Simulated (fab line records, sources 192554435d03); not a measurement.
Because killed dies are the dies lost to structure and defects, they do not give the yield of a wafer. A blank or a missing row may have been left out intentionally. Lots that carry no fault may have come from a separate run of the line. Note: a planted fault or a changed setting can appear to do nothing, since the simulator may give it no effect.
Which of the tools did it?	flow n5_finfet	30 wafers from 10 lots sampled at 2 of the route's 1938 steps

WHAT THE GAUGES READ, wafer by wafer
N5_BEOL_M10_RS_MEAS_57: measurement is done with a four-point probe.
lot	measured	on	M10_RS (ohm/sq)
L170	day 11 15:31	film_metro-01	0.1487 0.1541 0.1526
L168	day 11 17:56	film_metro-01	0.1532 0.1539 0.1518
L169	day 12 06:49	film_metro-02	0.1507 0.1503 0.1514
L173	day 13 16:58	film_metro-02	0.1542 0.1522 0.1567
L174	day 15 20:40	film_metro-01	0.1490 0.1516 0.1514
L179	day 16 02:05	film_metro-02	0.1491 0.1570 0.1496
L178	day 16 03:47	film_metro-01	0.1485 0.1515 0.1505
L181	day 16 07:57	film_metro-01	0.1515 0.1480 0.1547
L188	day 17 20:17	film_metro-02	0.1553 0.1543 0.1532
L187	day 18 13:32	film_metro-02	0.1519 0.1529 0.1534

EACH LOT AND THE TOOL THAT RAN IT (in order: tool; ch and the chambers of the sampled wafers; start)
lot	N5_BEOL_M10_TRENCH_ETCH_37
L170	rie_diel-04 ch 1,2, day 11 15:31 or earlier
L168	rie_diel-05 ch 0,2,3, day 11 17:56 or earlier
L169	rie_diel-01 ch 1,3, day 12 06:49 or earlier
L173	rie_diel-05 ch 1,2,3, day 13 16:58 or earlier
L174	rie_diel-01 ch 0,3, day 15 20:40 or earlier
L179	rie_diel-04 ch 1,2,3, day 16 02:05 or earlier
L178	rie_diel-01 ch 0,2, day 16 03:47 or earlier
L181	rie_diel-04 ch 0,1,2, day 16 07:57 or earlier
L188	rie_diel-01 ch 1,3, day 17 20:17 or earlier
L187	rie_diel-04 ch 0,1,3, day 18 13:32 or earlier
- N5_BEOL_M10_TRENCH_ETCH_37: etches SiCOH lowk in C4F6/O2, target depth 148.83 nm, time 48 s.

WHAT THE TOOLS THEMSELVES READ (means of the sampled wafers that have a number; where no wafer has one, the mark that the record gives instead)
N5_BEOL_M10_TRENCH_ETCH_37.
lot	tool	C4F6_flow_sccm (sccm)	chamber_pressure_mTorr (mTorr)	drypump_motor_current_A (A)	oes_product_au (a.u.)	rf_fwd_power_W (W)	rf_vpp_V (V)	showerhead_plenum_p_Torr (Torr)	throttle_valve_pct (%)
L170	rie_diel-04	9.991	30.016	5.8	0.77	341.5	664	2.82	21.12
L168	rie_diel-05	9.987	30.010	5.9	0.76	341.8	666	2.89	21.17
L169	rie_diel-01	9.981	30.026	5.4	0.73	340.7	657	2.83	21.23
L173	rie_diel-05	9.974	30.006	6.2	0.73	343.2	663	2.84	21.10
L174	rie_diel-01	10.043	29.996	6.1	0.77	339.7	665	2.78	21.10
L179	rie_diel-04	9.999	30.008	5.8	0.79	341.1	667	2.83	21.02
L178	rie_diel-01	10.033	29.975	5.5	0.85	340.8	677	2.85	20.76
L181	rie_diel-04	9.983	29.963	6.0	0.79	341.6	668	2.83	20.98
L188	rie_diel-01	9.957	29.976	5.5	0.70	343.0	658	2.81	21.26
L187	rie_diel-04	9.999	29.998	6.0	0.82	340.0	669	2.84	20.85

THE ANSWER, worked out from the rows above alone
Rule: the lots themselves supply what counts as usual. Put in order of their means at a reading, lots are off if they are a third of the lots or fewer, leave a main group of 4 or more, and stand apart from it by a gap of 3 or more times the standard deviation of the main group's means; of several such gaps the widest counts. A main group is skipped when, at the precision printed for the reading in the tables above, its means are all equal. A lot without any number at a reading at which 4 lots or more have one is off too. The other lots that the step has rows for count as sound. First the gauges in route order, then the tools' own readings, where a lot's mean is used as printed above. At the first step where some lot is off, the reading lying furthest off is the one used; lots without a number count as furthest.
None of the lots is off at any reading shown; this tells nothing.

WHAT WAS PUT IN BY THE SIMULATOR
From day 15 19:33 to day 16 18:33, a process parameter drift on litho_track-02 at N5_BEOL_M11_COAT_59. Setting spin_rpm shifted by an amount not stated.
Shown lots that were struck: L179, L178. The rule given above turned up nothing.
